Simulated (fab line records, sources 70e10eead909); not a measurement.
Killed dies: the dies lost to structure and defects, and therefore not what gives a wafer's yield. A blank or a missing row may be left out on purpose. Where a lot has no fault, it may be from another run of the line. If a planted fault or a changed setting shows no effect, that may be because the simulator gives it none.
fab line records	flow nand-harc
record: lots: 24	wafers: 72	last-day: 24
route steps=1159 shown A_BONDPAD@1078 HYBRID_BOND@1094 THIN_TSV@1133
lots untouched by any fault: they come from a run of this same line in which no faults occurred
start-h: the number of hours between the record's first day and the start of the first shown wafer of the lot	wait-h: hours elapsed since this lot's preceding step	" the same as in the row above	L1.1+2: one row covering several wafers at once	- value missing, or start not given	* or withheld: withheld	< > ~ a bound
route shown NAME@n: names a module that has steps shown in the file, with the first one's number in the route	usual: mean/standard deviation of fault-free wafers	same: alike in all rows	chamber/n: place in a boat	sites: each site's reading	_std_site: their standard deviation	_edge_site: the outer-site mean with the inner-site mean subtracted	radius-mm: for every site, how far away it sits from the centre of the wafer	mask NAME#n: copy n	behind: tool/chamber where the wafer was last shaped	hold: the reason the lot was held/the length of the hold in hours/how it ended	device: whichever transistor did not switch (one of n, p or np)	end of line: at the end of the route, the tests of the same wafers	a step with no rows: only its recipe	killed: the dies lost at the first sort to structure and to defects; this is not the yield of the wafer	map: shows each die of a wafer: x if killed, . if not, _ if none is there
set.NAME: the setting as run; set.NAME@STEP: as run at that earlier step	model.NAME: the simulator's own value behind a step, which no gauge read
the route's steps for a sample of lots (tables are steps, rows are wafers)
services: a tool's chamber out of use, with start hour (start-h, from the record's first day; less than 0 if before it), hours out, and reason
== steps ==
step: NHARC_A_BONDPAD_CD_MEAS_13
usual: cd-nm: 498.8/2.2
lot.wafer	tool	chamber	start-h	wait-h	cd-nm
L075.1	cd-sem-01	-	413.77	-	497.6
L075.2	"	-	"	"	497.4
L075.4	"	-	"	"	500.8
L076.1	cd-sem-02	-	414.27	-	499.4
L076.3	"	-	"	"	500.2
L076.5	"	-	"	"	498.9
L078.2	cd-sem-03	-	414.81	-	500.8
L078.4	"	-	"	"	497.3
L078.5	"	-	"	"	498.7
L074.1	cd-sem-02	-	416.74	-	498.2
L074.4	"	-	"	"	500.6
L074.6	"	-	"	"	499.1
L079.3	cd-sem-02	-	433.17	-	499.0
L079.5	"	-	"	"	502.1
L079.6	"	-	"	"	499.7
L077.3	cd-sem-01	-	436.55	-	499.2
L077.5	"	-	"	"	497.3
L077.6	"	-	"	"	497.3
L080.1	cd-sem-01	-	447.91	-	499.3
L080.3	"	-	"	"	498.7
L080.5	"	-	"	"	499.7
L081.2	cd-sem-02	-	455.71	-	497.8
L081.3	"	-	"	"	500.7
L081.5	"	-	"	"	497.3
L082.1	cd-sem-03	-	459.91	-	493.8
L082.4	"	-	"	"	497.7
L082.5	"	-	"	"	492.6
L084.2	cd-sem-03	-	461.13	-	500.6
L084.4	"	-	"	"	500.9
L084.6	"	-	"	"	498.4
L083.2	cd-sem-02	-	461.58	-	497.1
L083.4	"	-	"	"	497.2
L083.6	"	-	"	"	495.9
L085.4	cd-sem-03	-	473.68	-	496.8
L085.5	"	-	"	"	500.1
L085.6	"	-	"	"	497.4
L086.2	cd-sem-01	-	476.69	-	500.5
L086.4	"	-	"	"	502.2
L086.6	"	-	"	"	501.6
L087.1	cd-sem-01	-	478.65	-	501.1
L087.2	"	-	"	"	498.8
L087.4	"	-	"	"	496.5
L089.1	cd-sem-01	-	486.38	-	499.3
L089.4	"	-	"	"	497.4
L089.5	"	-	"	"	496.3
L088.1	cd-sem-01	-	488.78	-	500.8
L088.5	"	-	"	"	502.1
L088.6	"	-	"	"	500.5
L091.1	cd-sem-03	-	503.95	-	494.8
L091.2	"	-	"	"	496.4
L091.3	"	-	"	"	500.0
L090.3	cd-sem-02	-	507.04	-	496.5
L090.4	"	-	"	"	493.4
L090.6	"	-	"	"	500.0
L092.3	cd-sem-01	-	507.83	-	499.1
L092.4	"	-	"	"	495.3
L092.5	"	-	"	"	498.3
L095.2	cd-sem-02	-	521.36	-	501.4
L095.5	"	-	"	"	500.0
L095.6	"	-	"	"	497.5
L093.2	cd-sem-03	-	521.92	-	500.9
L093.3	"	-	"	"	499.7
L093.5	"	-	"	"	498.0
L094.1	cd-sem-03	-	527.47	-	502.5
L094.4	"	-	"	"	499.7
L094.6	"	-	"	"	501.4
L096.3	cd-sem-01	-	537.19	-	500.8
L096.5	"	-	"	"	496.2
L096.6	"	-	"	"	496.5
L097.1	cd-sem-03	-	537.64	-	505.0
L097.2	"	-	"	"	499.7
L097.4	"	-	"	"	501.7
step: NHARC_A_BONDPAD_STRIP_15
recipe: o2-flow-sccm: 500	ar-flow-sccm: 0	bias-w: 0	chemistry: O2
usual: drypump-motor-current-A: 5.9/0.41	oes-product-au: 0.997/0.011	rf-vpp-V: 57.8/0.98	showerhead-plenum-p-Torr: 3.57/0.16	throttle-valve-pct: 17.037/0.009
lot.wafer	tool	chamber	start-h	wait-h	drypump-motor-current-A	oes-product-au	rf-hours-counter-h	rf-vpp-V	showerhead-plenum-p-Torr	throttle-valve-pct
L075.4	rie-diel-06	1	413.85	0.1	5.5	0.981	29	57.0	3.54	17.049
L075.2	"	3	"	"	6.4	1.002	30	59.5	3.49	17.032
L075.1	"	0	"	"	5.5	0.995	31	56.2	3.27	17.044
L076.3	rie-diel-11	0	414.35	0.1	6.5	0.984	14	58.0	3.76	17.021
L076.1	"	2	"	"	5.9	0.997	13	60.1	3.77	17.033
L076.5	"	1	"	"	5.9	0.982	-	56.5	3.33	17.043
L078.2	rie-diel-13	1	414.91	0.1	6.5	1.005	5	57.9	3.54	17.035
L078.4	"	2	"	"	5.7	0.978	4	58.7	3.76	17.023
L078.5	"	0	"	"	5.6	0.992	-	58.5	3.38	17.037
L074.4	rie-diel-13	2	416.83	0.1	5.8	0.972	4	57.9	3.76	17.034
L074.1	"	3	"	"	6.1	0.991	5	57.4	3.41	17.043
L074.6	"	1	"	"	6.5	0.992	-	57.6	3.54	17.042
L079.3	rie-diel-13	0	433.29	0.1	5.6	0.996	5	57.7	3.38	17.034
L079.6	"	1	"	"	6.5	1.006	-	58.7	3.54	17.039
L079.5	"	2	"	"	5.7	0.975	-	58.9	3.76	17.046
L077.3	rie-diel-13	1	436.63	0.1	6.5	0.994	6	59.8	3.54	17.023
L077.6	"	0	"	"	5.6	1.000	-	58.6	3.38	17.031
L077.5	"	1	"	"	6.5	1.002	-	56.7	3.54	17.047
L080.3	rie-diel-13	0	447.99	0.1	5.6	1.000	6	57.2	3.38	17.047
L080.1	"	3	"	"	6.1	1.003	6	55.1	3.41	17.032
L080.5	"	1	"	"	6.5	1.005	-	57.8	3.54	17.037
L081.2	rie-diel-06	2	455.80	0.1	5.3	1.000	7	57.7	3.74	17.031
L081.3	"	3	"	"	6.4	1.002	7	57.4	3.48	17.032
L081.5	"	1	"	"	5.4	1.011	-	58.2	3.53	17.035
L082.4	rie-diel-06	0	460.00	0.1	5.5	1.011	6	57.7	3.80	17.055
L082.1	"	2	"	"	5.3	1.016	8	57.4	3.74	17.033
L082.5	"	0	"	"	5.5	1.005	-	58.4	3.80	17.037
L084.4	rie-diel-06	1	461.28	0.1	5.4	0.996	8	58.3	3.53	17.044
L084.2	"	2	"	"	5.3	1.005	8	58.7	3.74	17.054
L084.6	"	3	"	"	6.4	0.996	-	57.3	3.48	17.039
L083.4	rie-diel-06	1	461.67	0.1	5.4	0.999	8	58.5	3.53	17.029
L083.2	"	2	"	"	5.3	1.015	8	59.0	3.74	17.036
L083.6	"	1	"	"	5.4	1.014	-	57.9	3.53	17.031
L085.4	rie-diel-06	0	473.76	0.1	5.5	1.006	11	58.9	3.80	17.031
L085.5	"	3	"	"	6.4	1.002	-	59.2	3.48	17.031
L085.6	"	0	"	"	5.5	1.013	-	58.5	3.80	17.035
L086.2	rie-diel-06	2	476.76	0.1	5.3	1.016	12	56.5	3.73	17.061
L086.4	"	0	"	"	5.5	0.998	11	57.4	3.80	17.026
L086.6	"	2	"	"	5.3	1.010	-	58.8	3.73	17.053
L087.2	rie-diel-13	2	478.72	0.1	5.8	0.990	0	58.4	3.75	17.037
L087.1	"	3	"	"	6.1	1.008	1	56.0	3.41	17.049
L087.4	"	1	"	"	6.5	1.009	1	57.1	3.54	17.045
L089.4	rie-diel-06	2	486.50	0.1	5.3	1.010	13	57.4	3.73	17.034
L089.1	"	3	"	"	6.4	0.990	14	58.4	3.48	17.038
L089.5	"	0	"	"	5.5	1.004	-	59.4	3.80	17.021
L088.1	rie-diel-13	2	488.89	0.1	5.7	0.997	1	58.2	3.75	17.027
L088.6	"	0	"	"	5.6	0.984	-	57.7	3.38	17.040
L088.5	"	1	"	"	6.5	1.005	-	58.8	3.54	17.041
L091.2	rie-diel-13	1	504.02	0.1	6.5	1.008	1	58.7	3.54	17.041
L091.3	"	2	"	"	5.7	0.992	1	57.2	3.75	17.026
L091.1	"	3	"	"	6.1	1.016	1	58.0	3.41	17.039
L090.3	rie-diel-06	1	507.21	0.2	5.5	0.994	17	55.8	3.53	17.035
L090.6	"	0	"	"	5.5	0.991	-	59.1	3.80	17.043
L090.4	"	3	"	"	6.4	0.994	-	57.3	3.48	17.041
L092.4	rie-diel-13	2	507.90	0.1	5.8	0.979	2	57.9	3.75	17.037
L092.3	"	0	"	"	5.6	0.983	2	56.8	3.38	17.036
L092.5	"	3	"	"	6.1	1.016	-	56.8	3.41	17.038
L095.2	rie-diel-13	3	521.43	0.1	6.1	1.009	2	58.4	3.41	17.031
L095.5	"	3	"	"	6.1	1.007	-	57.3	3.41	17.039
L095.6	"	0	"	"	5.6	0.979	-	56.9	3.38	17.041
L093.3	rie-diel-13	0	521.99	0.1	5.6	0.983	2	56.5	3.38	17.027
L093.2	"	3	"	"	6.1	1.001	2	55.4	3.41	17.035
L093.5	"	0	"	"	5.6	0.978	-	58.2	3.37	17.044
L094.4	rie-diel-13	0	527.57	0.1	5.6	0.991	2	56.3	3.37	17.019
L094.1	"	1	"	"	6.5	0.999	2	56.7	3.54	17.024
L094.6	"	3	"	"	6.1	1.005	-	57.2	3.41	17.054
L096.3	rie-diel-13	1	537.31	0.1	6.5	0.995	3	58.4	3.54	17.045
L096.5	"	2	"	"	5.7	0.992	-	59.0	3.75	17.033
L096.6	"	3	"	"	6.1	1.001	-	57.6	3.41	17.030
L097.1	rie-diel-13	2	537.72	0.1	5.7	0.978	3	58.9	3.75	17.027
L097.4	"	3	"	"	6.1	0.995	3	57.4	3.41	17.026
L097.2	"	1	"	"	6.5	0.992	3	57.1	3.54	17.027
step: NHARC_HYBRID_BOND_ACTIVATE_00
recipe: time-s: 60	n2-flow-sccm: 200	ar-flow-sccm: 0	bias-power-w: 0	chemistry: N2
usual: drypump-motor-current-A: 5.7/0.39	oes-product-au: 1.002/0.011	rf-vpp-V: 64.2/0.95	showerhead-plenum-p-Torr: 1.76/0.087
same: time-s: 60
lot.wafer	tool	chamber	start-h	wait-h	drypump-motor-current-A	oes-product-au	rf-hours-counter-h	rf-vpp-V	showerhead-plenum-p-Torr
L075.1	rie-diel-04	2	416.09	0.1	6.0	1.002	12	63.2	1.68
L075.2	"	0	"	"	6.3	0.984	11	65.0	1.86
L075.4	"	1	"	"	5.5	0.982	11	65.1	1.85
L076.1	rie-diel-04	3	416.92	0.1	5.5	0.976	12	62.1	1.65
L076.3	"	0	"	"	6.3	0.983	11	65.3	1.86
L076.5	"	2	"	"	6.0	1.008	-	64.1	1.68
L078.2	rie-diel-04	0	417.14	0.1	6.3	0.990	11	64.4	1.86
L078.4	"	1	"	"	5.5	0.988	11	64.2	1.85
L078.5	"	3	"	"	5.5	0.998	-	64.3	1.65
L074.1	rie-diel-04	3	419.12	0.1	5.5	1.005	12	66.0	1.65
L074.4	"	0	"	"	6.3	0.994	11	65.7	1.86
L074.6	"	3	"	"	5.5	0.995	-	61.9	1.65
L079.3	rie-diel-04	3	435.51	0.1	5.5	0.996	14	63.5	1.64
L079.6	"	1	"	"	5.5	0.987	-	65.1	1.84
L079.5	"	2	"	"	6.0	1.010	-	63.4	1.68
L077.3	rie-diel-10	1	438.90	0.1	5.1	1.013	29	65.1	1.81
L077.5	"	3	"	"	6.1	1.000	-	63.6	1.91
L077.6	"	0	"	"	5.3	1.016	-	63.6	1.75
L080.3	rie-diel-04	2	450.26	0.1	6.0	1.009	16	63.7	1.68
L080.1	"	3	"	"	5.5	0.995	14	63.7	1.65
L080.5	"	1	"	"	5.5	0.997	-	64.6	1.84
L081.3	rie-diel-04	1	458.06	0.1	5.5	0.992	16	63.6	1.84
L081.2	"	0	"	"	6.3	0.987	16	64.8	1.85
L081.5	"	1	"	"	5.5	0.991	-	64.4	1.84
L082.4	rie-diel-04	1	462.23	0.1	5.5	0.994	17	65.4	1.84
L082.1	"	3	"	"	5.5	0.997	16	64.6	1.65
L082.5	"	2	"	"	6.0	1.019	-	63.4	1.68
L084.2	rie-diel-10	0	463.53	0.1	5.3	1.008	43	64.2	1.75
L084.4	"	2	"	"	5.2	1.009	36	63.3	1.71
L084.6	"	3	"	"	6.1	1.000	-	62.7	1.91
L083.4	rie-diel-04	0	464.00	0.1	6.3	0.989	17	64.1	1.85
L083.2	"	2	"	"	6.0	1.019	17	63.8	1.68
L083.6	"	0	"	"	6.3	0.985	-	64.8	1.85
L085.4	rie-diel-09	3	476.14	0.1	5.7	1.007	11	64.8	1.64
L085.6	"	2	"	"	5.5	0.990	-	64.5	1.75
L085.5	"	3	"	"	5.6	1.013	-	64.4	1.64
L086.2	rie-diel-10	0	479.30	0.1	5.3	1.001	46	62.8	1.75
L086.4	"	1	"	"	5.1	1.015	44	63.6	1.80
L086.6	"	3	"	"	6.1	0.995	-	65.1	1.90
L087.2	rie-diel-04	1	480.94	0.1	5.4	0.999	1	64.7	1.84
L087.4	"	3	"	"	5.5	1.004	1	63.4	1.64
L087.1	"	0	"	"	6.3	1.007	1	66.7	1.85
L089.4	rie-diel-04	2	488.72	0.1	6.0	1.010	2	62.3	1.68
L089.1	"	1	"	"	5.4	0.997	1	65.7	1.84
L089.5	"	2	"	"	6.0	1.015	-	64.2	1.68
L088.1	rie-diel-04	3	491.14	0.1	5.5	1.000	2	64.2	1.64
L088.5	"	1	"	"	5.5	0.994	-	64.8	1.84
L088.6	"	3	"	"	5.5	0.998	-	63.8	1.64
L091.3	rie-diel-04	3	506.57	0.1	5.5	1.002	4	63.4	1.64
L091.2	"	0	"	"	6.2	0.995	3	62.8	1.85
L091.1	"	1	"	"	5.5	0.994	4	64.4	1.84
L090.4	rie-diel-09	1	509.57	0.1	4.8	1.004	24	64.8	1.82
L090.3	"	2	"	"	5.5	0.994	23	63.9	1.74
L090.6	"	1	"	"	4.8	0.993	-	64.3	1.82
L092.3	rie-diel-10	2	510.17	0.1	5.3	1.009	52	63.8	1.71
L092.4	"	2	"	"	5.3	1.008	-	64.8	1.71
L092.5	"	0	"	"	5.4	1.010	-	63.3	1.75
L095.2	rie-diel-10	0	523.97	0.2	5.3	1.014	64	65.3	1.74
L095.6	"	2	"	"	5.2	1.010	-	62.6	1.70
L095.5	"	0	"	"	5.3	1.017	-	65.3	1.74
L093.3	rie-diel-04	1	524.76	0.1	5.5	0.997	6	65.4	1.84
L093.2	"	2	"	"	6.0	1.019	6	63.9	1.68
L093.5	"	0	"	"	6.3	1.009	-	63.8	1.85
L094.4	rie-diel-04	3	529.76	0.1	5.5	0.998	6	65.0	1.64
L094.1	"	1	"	"	5.4	1.004	6	64.5	1.84
L094.6	"	0	"	"	6.3	0.999	-	64.7	1.85
L096.3	rie-diel-04	2	539.50	0.1	6.0	1.021	8	64.2	1.68
L096.5	"	2	"	"	6.0	1.012	-	64.5	1.68
L096.6	"	3	"	"	5.5	0.994	-	62.0	1.64
L097.4	rie-diel-10	1	539.98	0.1	5.1	1.004	0	64.6	1.79
L097.2	"	2	"	"	5.3	1.002	0	62.9	1.70
L097.1	"	3	"	"	6.2	0.992	0	64.5	1.90
step: NHARC_HYBRID_BOND_OVL_MEAS_05
usual: overlay-x-nm: 2/32	overlay-y-nm: 2/34
lot.wafer	tool	chamber	start-h	wait-h	overlay-x-nm	overlay-y-nm
L076.1	overlay-02	-	428.84	0.4	-16	48
L076.3	"	-	"	"	-41	48
L076.5	"	-	"	"	-30	29
L078.2	overlay-01	-	428.85	0.4	18	-20
L078.4	"	-	"	"	8	10
L078.5	"	-	"	"	5	-28
L074.1	overlay-02	-	428.85	0.4	-36	-57
L074.4	"	-	"	"	-13	29
L074.6	"	-	"	"	27	-82
L075.1	overlay-01	-	428.86	0.4	-15	-32
L075.2	"	-	"	"	-80	-16
L075.4	"	-	"	"	34	93
L079.3	overlay-02	-	445.89	0.4	-4	7
L079.5	"	-	"	"	20	-4
L079.6	"	-	"	"	-12	25
L077.3	overlay-01	-	445.89	0.4	-2	-14
L077.5	"	-	"	"	4	-41
L077.6	"	-	"	"	41	-26
L080.1	overlay-02	-	459.91	0.4	22	-7
L080.3	"	-	"	"	-1	-16
L080.5	"	-	"	"	40	-38
L082.1	overlay-02	-	471.35	0.4	61	-16
L082.4	"	-	"	"	5	-8
L082.5	"	-	"	"	16	12
L081.2	overlay-01	-	471.36	0.4	-40	58
L081.3	"	-	"	"	-70	18
L081.5	"	-	"	"	66	-1
L084.2	overlay-01	-	471.37	0.4	-1	8
L084.4	"	-	"	"	-1	-6
L084.6	"	-	"	"	43	50
L083.2	overlay-02	-	471.37	0.4	8	-4
L083.4	"	-	"	"	24	-80
L083.6	"	-	"	"	-16	-18
L086.2	overlay-01	-	488.69	0.4	68	65
L086.4	"	-	"	"	8	83
L086.6	"	-	"	"	62	62
L085.4	overlay-02	-	488.69	0.4	-49	70
L085.5	"	-	"	"	-9	-14
L085.6	"	-	"	"	3	38
L087.1	overlay-02	-	488.70	0.4	26	47
L087.2	"	-	"	"	-2	0
L087.4	"	-	"	"	-67	-53
L089.1	overlay-02	-	499.50	0.4	-10	-3
L089.4	"	-	"	"	-23	-23
L089.5	"	-	"	"	-15	43
L088.1	overlay-01	-	499.50	0.4	-30	26
L088.5	"	-	"	"	-57	17
L088.6	"	-	"	"	25	-29
L091.1	overlay-02	-	516.28	0.4	22	-2
L091.2	"	-	"	"	-46	-28
L091.3	"	-	"	"	34	1
L090.3	overlay-01	-	516.30	0.4	31	-53
L090.4	"	-	"	"	-3	-17
L090.6	"	-	"	"	24	-21
L092.3	overlay-01	-	520.65	0.4	20	30
L092.4	"	-	"	"	10	0
L092.5	"	-	"	"	14	79
L095.2	overlay-01	-	537.61	0.4	24	10
L095.5	"	-	"	"	12	-18
L095.6	"	-	"	"	44	-36
L094.1	overlay-01	-	537.63	0.4	-21	-1
L094.4	"	-	"	"	-41	18
L094.6	"	-	"	"	-13	-12
L093.2	overlay-02	-	537.63	0.4	26	26
L093.3	"	-	"	"	-9	35
L093.5	"	-	"	"	-47	-21
L097.1	overlay-02	-	550.69	0.4	-31	-10
L097.2	"	-	"	"	16	22
L097.4	"	-	"	"	-22	27
L096.3	overlay-01	-	550.70	0.4	51	4
L096.5	"	-	"	"	-27	22
L096.6	"	-	"	"	4	25
step: NHARC_THIN_TSV_CMP_21
recipe: t-overpolish-s: 30	target-thk-nm: 2000
usual: motor-current-A: 11.4/1	overpolish-run-s: 30.000/0.0098	slurry-flow-ml-min: 150.0/0.49
lot.wafer	tool	chamber	start-h	wait-h	motor-current-A	overpolish-run-s	slurry-flow-ml-min
L076.3	cmp-04	2	436.32	-	10.2	29.996	150.2
L076.1	"	1	"	"	11.2	30.001	149.7
L076.5	"	3	"	"	11.8	30.001	149.8
L078.4	cmp-02	1	437.01	-	8.7	30.000	150.1
L078.2	"	2	"	"	11.1	29.998	149.9
L078.5	"	1	"	"	9.5	29.984	150.1
L074.1	cmp-04	0	438.35	-	12.0	30.005	150.0
L074.4	"	1	"	"	11.4	30.014	149.9
L074.6	"	3	"	"	11.9	29.996	150.7
L075.2	cmp-04	3	439.43	-	11.9	30.005	150.2
L075.4	"	1	"	"	11.3	29.988	149.5
L075.1	"	2	"	"	10.3	30.001	150.5
L079.3	cmp-02	1	453.26	-	9.5	29.990	150.4
L079.6	"	1	"	"	9.2	29.987	150.4
L079.5	"	2	"	"	10.5	30.008	150.4
L077.3	cmp-02	2	455.10	-	11.0	30.003	149.4
L077.6	"	2	"	"	10.7	29.988	150.0
L077.5	"	3	"	"	11.3	29.999	150.0
L080.3	cmp-04	2	467.54	-	10.4	30.010	149.8
L080.1	"	0	"	"	11.4	30.009	150.0
L080.5	"	2	"	"	11.0	29.994	150.3
L081.3	cmp-04	1	478.55	-	11.1	29.999	149.2
L081.2	"	2	"	"	11.1	30.016	149.9
L081.5	"	0	"	"	10.8	30.005	150.3
L082.1	cmp-02	2	479.91	-	10.5	30.004	149.8
L082.4	"	3	"	"	11.7	30.006	149.9
L082.5	"	0	"	"	13.3	29.996	149.4
L084.4	cmp-04	3	481.06	-	11.8	30.020	150.5
L084.2	"	0	"	"	11.3	30.010	150.1
L084.6	"	3	"	"	11.4	30.014	150.6
L083.4	cmp-02	0	482.16	-	12.8	29.996	150.1
L083.2	"	2	"	"	10.4	30.020	150.1
L083.6	"	1	"	"	9.3	29.991	150.1
L085.4	cmp-04	3	495.72	-	12.5	29.998	150.0
L085.5	"	0	"	"	11.6	30.003	150.5
L085.6	"	1	"	"	11.7	30.000	150.2
L086.4	cmp-01	1	497.13	-	11.1	30.003	149.4
L086.2	"	2	"	"	13.5	30.005	149.5
L086.6	"	1	"	"	11.3	29.981	149.2
L087.2	cmp-01	0	498.01	-	11.6	30.005	149.6
L087.4	"	1	"	"	11.5	30.008	150.0
L087.1	"	3	"	"	10.7	30.005	150.4
L089.1	cmp-01	0	507.01	-	12.2	29.996	150.0
L089.4	"	1	"	"	11.4	29.989	149.9
L089.5	"	1	"	"	11.1	29.997	149.5
L088.1	cmp-01	2	508.05	-	13.2	29.979	149.8
L088.6	"	2	"	"	13.1	29.999	150.1
L088.5	"	3	"	"	10.8	30.020	151.5
L091.1	cmp-01	2	523.51	-	14.2	29.989	149.4
L091.2	"	3	"	"	11.7	29.986	149.8
L091.3	"	1	"	"	11.2	29.988	149.4
L090.4	cmp-04	0	524.85	-	11.4	30.015	150.6
L090.3	"	1	"	"	11.1	29.991	150.1
L090.6	"	3	"	"	12.4	29.998	150.3
L092.4	cmp-01	3	527.74	-	10.8	29.988	150.0
L092.3	"	0	"	"	12.0	29.990	149.5
L092.5	"	1	"	"	11.0	30.009	150.5
L095.2	cmp-04	2	544.68	-	10.4	29.979	150.1
L095.6	"	0	"	"	12.1	29.982	150.6
L095.5	"	1	"	"	11.8	29.980	149.0
L093.2	cmp-04	1	545.74	-	10.9	30.001	150.0
L093.3	"	2	"	"	11.2	30.020	150.0
L093.5	"	2	"	"	9.9	30.021	149.6
L094.4	cmp-04	3	547.43	-	12.1	30.008	149.5
L094.1	"	0	"	"	11.6	30.006	150.1
L094.6	"	3	"	"	11.4	29.993	149.5
L097.1	cmp-01	0	557.78	-	11.5	30.003	150.3
L097.2	"	1	"	"	10.8	30.005	150.1
L097.4	"	2	"	"	12.8	30.002	150.5
L096.3	cmp-04	3	558.91	-	11.8	29.990	150.4
L096.6	"	3	"	"	11.6	29.982	150.5
L096.5	"	0	"	"	11.6	30.001	148.8
step: NHARC_THIN_TSV_ETCH_59
recipe: target-depth-a: 8800	icp-w: 900	bias-w: 100	Cl2_flow_sccm: 60	bcl3-flow-sccm: 30	time-s: 138.1	chemistry: Cl2/BCl3
usual: drypump-motor-current-A: 5.6/0.33	oes-product-au: 1.004/0.0067	throttle-valve-pct: 22.265/0.0087
same: time-s: 138.1
lot.wafer	tool	chamber	start-h	wait-h	drypump-motor-current-A	oes-product-au	rf-hours-counter-h	throttle-valve-pct
L076.1	rie-metal-01	1	438.08	0.1	5.7	0.997	1.8	22.257
L076.3	"	0	"	"	5.1	0.998	-	22.262
L076.5	"	0	"	"	5.1	1.001	-	22.260
L078.2	rie-metal-02	1	438.78	0.1	5.9	1.007	1.3	22.260
L078.4	"	0	"	"	5.4	1.013	-	22.272
L078.5	"	0	"	"	5.4	1.014	-	22.263
L074.1	rie-metal-01	1	440.26	0.1	5.8	1.010	2.0	22.262
L074.4	"	0	"	"	5.1	1.005	-	22.263
L074.6	"	0	"	"	5.2	1.009	-	22.272
L075.1	rie-metal-02	1	441.32	0.1	5.9	1.004	1.5	22.274
L075.2	"	0	"	"	5.3	1.001	1.5	22.259
L075.4	"	1	"	"	5.9	1.003	-	22.282
L079.3	rie-metal-02	0	455.22	0.1	5.3	0.995	-	22.255
L079.6	"	0	"	"	5.3	1.007	-	22.267
L079.5	"	1	"	"	5.8	0.994	-	22.262
L077.3	rie-metal-02	0	457.07	0.2	5.3	1.003	-	22.262
L077.5	"	0	"	"	5.3	1.001	-	22.281
L077.6	"	1	"	"	5.8	1.000	-	22.239
L080.1	rie-metal-01	1	469.29	0.1	5.7	1.010	3.1	22.248
L080.3	"	0	"	"	5.1	0.995	-	22.276
L080.5	"	1	"	"	5.8	1.004	-	22.263
L081.2	rie-metal-01	0	480.46	0.1	5.1	0.998	4.6	22.260
L081.3	"	0	"	"	5.1	1.000	-	22.271
L081.5	"	1	"	"	5.7	1.002	-	22.281
L082.1	rie-metal-02	1	481.78	0.1	5.9	1.005	2.6	22.284
L082.4	"	0	"	"	5.3	1.013	-	22.261
L082.5	"	0	"	"	5.3	1.003	-	22.278
L084.2	rie-metal-03	1	482.96	0.1	5.4	1.002	0.4	22.255
L084.4	"	0	"	"	6.1	1.002	-	22.264
L084.6	"	1	"	"	5.4	1.002	-	22.260
L083.2	rie-metal-01	0	484.06	0.1	5.1	1.003	4.8	22.280
L083.4	"	0	"	"	5.1	1.005	-	22.269
L083.6	"	0	"	"	5.1	1.000	-	22.265
L085.4	rie-metal-03	1	497.49	0.1	5.4	1.001	-	22.256
L085.5	"	1	"	"	5.4	1.004	-	22.254
L085.6	"	0	"	"	6.1	0.996	-	22.268
L086.2	rie-metal-03	0	499.06	0.1	6.1	1.011	0.9	22.267
L086.4	"	1	"	"	5.4	0.996	-	22.280
L086.6	"	0	"	"	6.1	1.018	-	22.263
L087.2	rie-metal-01	1	499.80	0.1	5.7	1.006	4.0	22.270
L087.1	"	0	"	"	5.1	1.008	5.3	22.267
L087.4	"	1	"	"	5.7	1.006	-	22.266
L089.1	rie-metal-03	1	508.77	0.1	5.4	0.992	1.1	22.264
L089.4	"	1	"	"	5.4	1.000	-	22.255
L089.5	"	1	"	"	5.4	0.992	-	22.246
L088.1	rie-metal-02	0	509.93	0.1	5.3	1.013	3.3	22.270
L088.6	"	0	"	"	5.3	1.007	-	22.258
L088.5	"	1	"	"	5.8	1.004	-	22.263
L091.1	rie-metal-01	0	525.29	0.1	5.1	0.992	0.3	22.258
L091.2	"	1	"	"	5.8	0.996	0.3	22.267
L091.3	"	0	"	"	5.1	0.996	-	22.256
L090.3	rie-metal-03	0	526.65	0.2	6.1	1.013	-	22.270
L090.4	"	1	"	"	5.4	1.002	-	22.272
L090.6	"	0	"	"	6.1	1.008	-	22.268
L092.4	rie-metal-01	1	529.51	0.2	5.7	1.000	-	22.265
L092.3	"	0	"	"	5.1	1.006	-	22.264
L092.5	"	0	"	"	5.2	0.997	-	22.257
L095.2	rie-metal-03	0	546.55	0.1	6.1	0.999	2.3	22.269
L095.5	"	1	"	"	5.4	1.004	-	22.276
L095.6	"	0	"	"	6.1	1.012	-	22.251
L093.2	rie-metal-02	1	547.55	0.1	5.9	1.013	4.7	22.265
L093.3	"	1	"	"	5.8	1.013	-	22.282
L093.5	"	0	"	"	5.4	1.023	-	22.258
L094.1	rie-metal-02	0	549.20	0.2	5.3	1.012	4.8	22.270
L094.4	"	1	"	"	5.8	1.008	-	22.255
L094.6	"	0	"	"	5.3	1.005	-	22.252
L097.1	rie-metal-01	0	559.62	0.1	5.1	1.011	1.3	22.265
L097.2	"	1	"	"	5.7	1.003	1.3	22.263
L097.4	"	0	"	"	5.1	1.007	-	22.272
L096.3	rie-metal-01	1	560.87	0.2	5.7	1.011	-	22.262
L096.6	"	1	"	"	5.8	0.989	-	22.268
L096.5	"	0	"	"	5.1	1.005	-	22.259
== services ==
tool	chamber	start-h	hours	kind
cmp-04	-	399.00	4.0	pm
rie-diel-04	2	413.84	2.1	repair
rie-diel-06	-	418.20	9.0	pm
rie-diel-06	3	430.53	1.5	repair
cmp-04	-	434.67	1.1	repair
cmp-01	-	435.22	48.5	repair
rie-diel-04	3	436.30	6.1	repair
rie-diel-06	0	443.98	8.6	repair
rie-diel-10	2	449.50	3.9	repair
rie-diel-13	-	453.00	9.0	pm
rie-metal-03	-	453.00	9.0	pm
rie-diel-04	-	466.02	9.0	pm
rie-metal-02	0	474.92	2.3	repair
rie-diel-04	0	490.97	9.7	repair
cmp-04	-	497.04	4.0	pm
rie-diel-06	2	502.43	5.0	repair
rie-diel-06	0	508.47	4.6	repair
rie-metal-01	-	509.00	9.0	pm
rie-diel-10	3	509.12	16.0	repair
rie-diel-04	3	512.05	7.0	repair
rie-diel-10	-	530.52	9.0	pm
cmp-04	-	540.52	0.8	repair
rie-diel-13	1	558.85	3.8	repair
rie-diel-04	1	559.73	11.2	repair
== key ==
fault none
